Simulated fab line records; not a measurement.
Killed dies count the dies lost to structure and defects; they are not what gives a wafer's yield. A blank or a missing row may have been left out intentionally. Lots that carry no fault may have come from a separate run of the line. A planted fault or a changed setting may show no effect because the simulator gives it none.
Matching of chambers :: flow n5_finfet :: N5_BEOL_M9_PECVD_70 on pecvd-03 has 3 sister chambers
The step deposits SiO2 from TEOS/O2, target thk 20 nm, time 22.7 s. 6 wafers are shown with their chamber, then 12 later ones without.

## WAFERS WITH THEIR CHAMBER
wafer: L084.6
chamber: 2
throttle_valve_pct (%): 20.8
showerhead_plenum_p_Torr (Torr): 8.85

wafer: L090.5
chamber: 2
throttle_valve_pct (%): 20.8
showerhead_plenum_p_Torr (Torr): 8.87

wafer: L090.6
chamber: 0
throttle_valve_pct (%): 22.5
showerhead_plenum_p_Torr (Torr): 8.90

wafer: L092.1
chamber: 0
throttle_valve_pct (%): 22.5
showerhead_plenum_p_Torr (Torr): 8.88

wafer: L092.2
chamber: 1
throttle_valve_pct (%): 20.9
showerhead_plenum_p_Torr (Torr): 8.81

wafer: L092.5
chamber: 1
throttle_valve_pct (%): 21.1
showerhead_plenum_p_Torr (Torr): 8.82

## WAFERS WITH NO CHAMBER GIVEN
wafer: L094.2
throttle_valve_pct (%): 20.8
showerhead_plenum_p_Torr (Torr): 8.81

wafer: L094.3
throttle_valve_pct (%): 22.3
showerhead_plenum_p_Torr (Torr): 8.91

wafer: L094.4
throttle_valve_pct (%): 22.3
showerhead_plenum_p_Torr (Torr): 8.86

wafer: L095.4
throttle_valve_pct (%): 21.0
showerhead_plenum_p_Torr (Torr): 8.83

wafer: L095.5
throttle_valve_pct (%): 22.4
showerhead_plenum_p_Torr (Torr): 8.90

wafer: L095.6
throttle_valve_pct (%): 20.9
showerhead_plenum_p_Torr (Torr): 8.85

wafer: L096.1
throttle_valve_pct (%): 22.5
showerhead_plenum_p_Torr (Torr): 8.90

wafer: L096.3
throttle_valve_pct (%): 20.9
showerhead_plenum_p_Torr (Torr): 8.87

wafer: L096.5
throttle_valve_pct (%): 21.1
showerhead_plenum_p_Torr (Torr): 8.85

wafer: L097.2
throttle_valve_pct (%): 20.8
showerhead_plenum_p_Torr (Torr): 8.85

wafer: L097.4
throttle_valve_pct (%): 21.2
showerhead_plenum_p_Torr (Torr): 8.82

wafer: L097.5
throttle_valve_pct (%): 20.8
showerhead_plenum_p_Torr (Torr): 8.86

## WHICH CHAMBER EACH WENT THROUGH
wafer: L094.2
from the rows above: can't be placed: 1 or 2
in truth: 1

wafer: L094.3
from the rows above: 0
in truth: 0

wafer: L094.4
from the rows above: 0
in truth: 0

wafer: L095.4
from the rows above: 1
in truth: 1

wafer: L095.5
from the rows above: 0
in truth: 0

wafer: L095.6
from the rows above: can't be placed: 2 or 1
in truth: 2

wafer: L096.1
from the rows above: 0
in truth: 0

wafer: L096.3
from the rows above: 2
in truth: 2

wafer: L096.5
from the rows above: can't be placed: 1 or 2
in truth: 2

wafer: L097.2
from the rows above: 2
in truth: 2

wafer: L097.4
from the rows above: 1
in truth: 1

wafer: L097.5
from the rows above: 2
in truth: 2
Correctly placed: 9 of 12. These rows do not allow placing 3 (true chamber among the candidates in 3). 0 placed wrongly.
How it was worked out, from the rows above alone: a wafer's distance from a chamber is the root of the sum, over the readings, of the square of ((its reading less the chamber's mean) divided by the reading's scatter). The wafer belongs to the nearest chamber; if the next one is less than 2 further off, it can't be placed. Each chamber's mean is taken over the wafers shown for it. The scatter is the square root of a quotient: the sum, over the shown wafers, of each reading's squared deviation from its chamber's mean, divided by wafers minus chambers.
